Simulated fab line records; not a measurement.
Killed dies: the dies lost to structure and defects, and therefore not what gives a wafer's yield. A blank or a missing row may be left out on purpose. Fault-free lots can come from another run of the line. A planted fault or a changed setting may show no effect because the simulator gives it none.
Which tool was responsible? / flow n5 finfet / 30 wafers from 10 lots sampled at 4 of the route's 1938 steps

== WHAT THE GAUGES READ, wafer by wafer ==
N5_BEOL_M4_RC_MEAS_101.
lot=L142; measured=day 7 18:26; on=prober-02; COMB_M4_max_site (S/m)=9.7e-11 6.6e-11 8.9e-11; DIBL_N (mV/V)=37.9 38.2 37.5; DIBL_P (mV/V)=38.3 39.7 38.2; IOFF_N (nA/um)=0.19 0.21 0.19; IOFF_P (nA/um)=0.27 0.31 0.27; ION_N (uA/um)=683 705 688; ION_P (uA/um)=472 484 470; SS_N (mV/dec)=71.8 71.7 71.7; SS_P (mV/dec)=74.1 74.4 74.0; VT_N (mV)=247 245 245; VT_P (mV)=-245 -244 -246
lot=L143; measured=day 8 05:31; on=prober-02; COMB_M4_max_site (S/m)=8.1e-11 8.2e-11 1.01e-10; DIBL_N (mV/V)=33.9 36.2 35.7; DIBL_P (mV/V)=34.2 36.9 35.3; IOFF_N (nA/um)=0.12 0.16 0.14; IOFF_P (nA/um)=0.18 0.23 0.21; ION_N (uA/um)=658 668 656; ION_P (uA/um)=458 462 454; SS_N (mV/dec)=71.0 71.5 70.8; SS_P (mV/dec)=72.4 73.3 72.4; VT_N (mV)=252 250 252; VT_P (mV)=-251 -248 -249
lot=L145; measured=day 8 15:01; on=prober-01; COMB_M4_max_site (S/m)=7.3e-11 1.28e-10 5.8e-11; DIBL_N (mV/V)=34.5 34.5 39.1; DIBL_P (mV/V)=36.0 36.8 41.7; IOFF_N (nA/um)=0.14 0.14 0.24; IOFF_P (nA/um)=0.19 0.20 0.29; ION_N (uA/um)=691 673 698; ION_P (uA/um)=475 464 470; SS_N (mV/dec)=70.4 70.9 71.9; SS_P (mV/dec)=73.7 74.3 74.9; VT_N (mV)=249 251 242; VT_P (mV)=-252 -250 -247
lot=L162; measured=day 13 01:41; on=prober-01; COMB_M4_max_site (S/m)=6.2e-11 9.9e-11 7.4e-11; DIBL_N (mV/V)=35.2 35.7 37.2; DIBL_P (mV/V)=36.5 36.8 39.7; IOFF_N (nA/um)=0.14 0.16 0.19; IOFF_P (nA/um)=0.17 0.18 0.22; ION_N (uA/um)=678 681 698; ION_P (uA/um)=458 457 471; SS_N (mV/dec)=70.4 71.7 72.5; SS_P (mV/dec)=72.9 73.2 73.5; VT_N (mV)=248 248 246; VT_P (mV)=-257 -254 -250
lot=L158; measured=day 13 07:18; on=prober-02; COMB_M4_max_site (S/m)=5.7e-11 1.12e-10 1.25e-10; DIBL_N (mV/V)=39.3 36.0 36.2; DIBL_P (mV/V)=40.2 35.6 36.0; IOFF_N (nA/um)=0.22 0.15 0.15; IOFF_P (nA/um)=0.29 0.19 0.20; ION_N (uA/um)=696 694 686; ION_P (uA/um)=484 475 472; SS_N (mV/dec)=72.3 70.8 71.5; SS_P (mV/dec)=74.4 73.4 73.3; VT_N (mV)=246 249 249; VT_P (mV)=-245 -251 -252
lot=L153; measured=day 13 07:37; on=prober-01; COMB_M4_max_site (S/m)=6e-11 3.17e-10 6.7e-11; DIBL_N (mV/V)=38.0 39.8 36.5; DIBL_P (mV/V)=36.9 38.6 34.7; IOFF_N (nA/um)=0.18 0.22 0.15; IOFF_P (nA/um)=0.25 0.28 0.21; ION_N (uA/um)=688 686 667; ION_P (uA/um)=464 470 458; SS_N (mV/dec)=71.5 72.1 71.7; SS_P (mV/dec)=73.6 74.4 72.7; VT_N (mV)=248 247 251; VT_P (mV)=-250 -246 -250
lot=L157; measured=day 13 14:40; on=prober-01; COMB_M4_max_site (S/m)=7.7e-11 6.8e-11 7.6e-11; DIBL_N (mV/V)=33.1 37.4 33.9; DIBL_P (mV/V)=32.6 37.9 34.1; IOFF_N (nA/um)=0.11 0.17 0.12; IOFF_P (nA/um)=0.14 0.21 0.15; ION_N (uA/um)=665 680 664; ION_P (uA/um)=450 470 453; SS_N (mV/dec)=69.9 71.8 70.9; SS_P (mV/dec)=72.3 73.6 72.7; VT_N (mV)=255 253 254; VT_P (mV)=-255 -252 -255
lot=L160; measured=day 13 19:43; on=prober-02; COMB_M4_max_site (S/m)=1.3e-10 1.02e-10 9e-11; DIBL_N (mV/V)=37.5 39.9 40.5; DIBL_P (mV/V)=35.8 38.6 39.5; IOFF_N (nA/um)=0.16 0.21 0.24; IOFF_P (nA/um)=0.21 0.25 0.27; ION_N (uA/um)=694 683 715; ION_P (uA/um)=471 462 481; SS_N (mV/dec)=71.5 72.6 72.2; SS_P (mV/dec)=74.1 74.0 74.0; VT_N (mV)=249 245 244; VT_P (mV)=-249 -247 -245
lot=L155; measured=day 14 08:04; on=prober-02; COMB_M4_max_site (S/m)=1.03e-10 8.5e-11 2.33e-10; DIBL_N (mV/V)=37.1 37.9 36.8; DIBL_P (mV/V)=36.4 38.7 35.7; IOFF_N (nA/um)=0.16 0.19 0.15; IOFF_P (nA/um)=0.20 0.26 0.21; ION_N (uA/um)=672 674 676; ION_P (uA/um)=461 468 469; SS_N (mV/dec)=72.1 71.9 71.6; SS_P (mV/dec)=73.9 74.0 73.9; VT_N (mV)=255 250 251; VT_P (mV)=-252 -248 -250
lot=L164; measured=day 14 12:35; on=prober-02; COMB_M4_max_site (S/m)=8.5e-11 6.5e-11 7.6e-11; DIBL_N (mV/V)=35.8 34.3 36.3; DIBL_P (mV/V)=36.4 34.6 36.0; IOFF_N (nA/um)=0.15 0.13 0.15; IOFF_P (nA/um)=0.23 0.19 0.21; ION_N (uA/um)=676 673 676; ION_P (uA/um)=469 465 465; SS_N (mV/dec)=72.4 71.7 72.0; SS_P (mV/dec)=73.1 72.1 72.5; VT_N (mV)=251 253 251; VT_P (mV)=-249 -250 -249

N5_BEOL_M5_THK_MEAS_01.
lot=L142; measured=day 7 19:58; on=film metro-01; M5_ILD_THK (nm)=121.3 119.9 122.5
lot=L143; measured=day 8 07:23; on=film metro-01; M5_ILD_THK (nm)=121.6 122.3 120.4
lot=L145; measured=day 8 16:23; on=film metro-01; M5_ILD_THK (nm)=120.9 123.1 123.4
lot=L162; measured=day 13 02:55; on=film metro-02; M5_ILD_THK (nm)=120.3 121.8 123.0
lot=L158; measured=day 13 08:50; on=film metro-02; M5_ILD_THK (nm)=119.5 122.1 122.5
lot=L153; measured=day 13 09:00; on=film metro-02; M5_ILD_THK (nm)=120.0 123.1 121.6
lot=L157; measured=day 13 16:23; on=film metro-02; M5_ILD_THK (nm)=121.5 122.6 122.9
lot=L160; measured=day 13 21:05; on=film metro-02; M5_ILD_THK (nm)=119.3 121.8 121.8
lot=L155; measured=day 14 09:35; on=film metro-01; M5_ILD_THK (nm)=120.6 121.5 119.2
lot=L164; measured=day 14 14:07; on=film metro-02; M5_ILD_THK (nm)=118.6 121.4 121.9

== WHICH TOOL RAN EACH LOT (tool, then ch and the chambers of the sampled wafers, then the start) ==
lot=L142; N5_BEOL_M4_ALD_84=ald metal-01 ch 1,2,3, day 7 15:04; N5_BEOL_M4_SPUTTER_88=pvd sputter-03, day 7 16:27
lot=L143; N5_BEOL_M4_ALD_84=ald metal-01 ch 2,3, day 8 01:53; N5_BEOL_M4_SPUTTER_88=pvd sputter-02, day 8 03:18
lot=L145; N5_BEOL_M4_ALD_84=ald metal-01 ch 0,3, day 8 11:17; N5_BEOL_M4_SPUTTER_88=pvd sputter-01, day 8 12:49
lot=L162; N5_BEOL_M4_ALD_84=ald metal-02 ch 2,3, day 12 20:22; N5_BEOL_M4_SPUTTER_88=pvd sputter-01, day 12 23:22
lot=L158; N5_BEOL_M4_ALD_84=ald metal-02 ch 1,3, day 13 02:13; N5_BEOL_M4_SPUTTER_88=pvd sputter-03, day 13 05:19
lot=L153; N5_BEOL_M4_ALD_84=ald metal-03 ch 0,1,2, day 13 02:17; N5_BEOL_M4_SPUTTER_88=pvd sputter-01, day 13 05:28
lot=L157; N5_BEOL_M4_ALD_84=ald metal-02 ch 0,1,2, day 13 10:55; N5_BEOL_M4_SPUTTER_88=pvd sputter-03, day 13 12:22
lot=L160; N5_BEOL_M4_ALD_84=ald metal-01 ch 1,2,3, day 13 11:13; N5_BEOL_M4_SPUTTER_88=pvd sputter-03, day 13 14:13
lot=L155; N5_BEOL_M4_ALD_84=ald metal-03 ch 0,1,3, day 14 04:11; N5_BEOL_M4_SPUTTER_88=pvd sputter-02, day 14 06:05
lot=L164; N5_BEOL_M4_ALD_84=ald metal-01 ch 1,2,3, day 14 09:11; N5_BEOL_M4_SPUTTER_88=pvd sputter-03, day 14 10:36
- N5_BEOL_M4_ALD_84: deposits TaN, pulse time 2 s, purge time 3 s, co reactant purge time 2 s.
- N5_BEOL_M4_SPUTTER_88: material Cu, target thk 4.5 nm, time 8.29 s.

== WHAT THE TOOLS THEMSELVES READ (means of the sampled wafers that have a number; where no wafer has one, the mark that the record gives instead) ==
N5_BEOL_M4_ALD_84.
lot=L142; tool=ald metal-01; heater power w (W)=427
lot=L143; tool=ald metal-01; heater power w (W)=449
lot=L145; tool=ald metal-01; heater power w (W)=429
lot=L162; tool=ald metal-02; heater power w (W)=463
lot=L158; tool=ald metal-02; heater power w (W)=367
lot=L153; tool=ald metal-03; heater power w (W)=425
lot=L157; tool=ald metal-02; heater power w (W)=436
lot=L160; tool=ald metal-01; heater power w (W)=430
lot=L155; tool=ald metal-03; heater power w (W)=411
lot=L164; tool=ald metal-01; heater power w (W)=428

N5_BEOL_M4_SPUTTER_88.
lot=L142; tool=pvd sputter-03; chuck gas flow sccm (sccm)=1.25; substrate temp c (C)=-20.04; throttle valve pct (%)=30.0
lot=L143; tool=pvd sputter-02; chuck gas flow sccm (sccm)=1.24; substrate temp c (C)=-19.88; throttle valve pct (%)=29.7
lot=L145; tool=pvd sputter-01; chuck gas flow sccm (sccm)=1.24; substrate temp c (C)=-19.96; throttle valve pct (%)=31.0
lot=L162; tool=pvd sputter-01; chuck gas flow sccm (sccm)=1.23; substrate temp c (C)=-19.89; throttle valve pct (%)=30.3
lot=L158; tool=pvd sputter-03; chuck gas flow sccm (sccm)=1.32; substrate temp c (C)=-20.04; throttle valve pct (%)=29.5
lot=L153; tool=pvd sputter-01; chuck gas flow sccm (sccm)=1.26; substrate temp c (C)=-20.13; throttle valve pct (%)=30.5
lot=L157; tool=pvd sputter-03; chuck gas flow sccm (sccm)=1.32; substrate temp c (C)=-20.06; throttle valve pct (%)=29.1
lot=L160; tool=pvd sputter-03; chuck gas flow sccm (sccm)=1.34; substrate temp c (C)=-19.89; throttle valve pct (%)=29.1
lot=L155; tool=pvd sputter-02; chuck gas flow sccm (sccm)=1.25; substrate temp c (C)=-19.95; throttle valve pct (%)=29.4
lot=L164; tool=pvd sputter-03; chuck gas flow sccm (sccm)=1.28; substrate temp c (C)=-20.02; throttle valve pct (%)=29.8

== THE ANSWER, worked out from the rows above alone ==
Rule: the usual values come from the lots themselves. The widest of any qualifying gaps counts: lots, ordered by their means at a reading, are off when they make up no more than a third of the lots, leave a main group of 4 or more, and stand apart from it by 3 or more times the standard deviation of that group's means. A main group is skipped when, at the precision printed for the reading in the tables above, its means are all equal. Also off: a lot with no number at a reading for which 4 or more lots have one. The other lots that the step has rows for count as sound. Order of review: gauges by route order, followed by the tools' own readings, for which a lot's mean as printed above is used. At the first step where some lot is off, the reading lying furthest off is the one used; lots without a number count as furthest.
Off: at N5_BEOL_M4_RC_MEAS_101 (COMB_M4_max_site), L153, L155. The main group: mean 9e-11 S/m, standard deviation 1.1e-11.
A tool fits if, at a process step before that reading, it ran every lot that is off, and no sound lot after the first of them. The gauges at N5_BEOL_M4_RC_MEAS_101 are tried like those tools. One fits: ald metal-03 at N5_BEOL_M4_ALD_84. It ran no sound lot before its first lot that is off in this sample, so the start can't be narrowed down.

== WHAT THE SIMULATOR HAD INSERTED ==
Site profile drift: ald metal-03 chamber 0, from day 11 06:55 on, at N5_BEOL_M4_ALD_84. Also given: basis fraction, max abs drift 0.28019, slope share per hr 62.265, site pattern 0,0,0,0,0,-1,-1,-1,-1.
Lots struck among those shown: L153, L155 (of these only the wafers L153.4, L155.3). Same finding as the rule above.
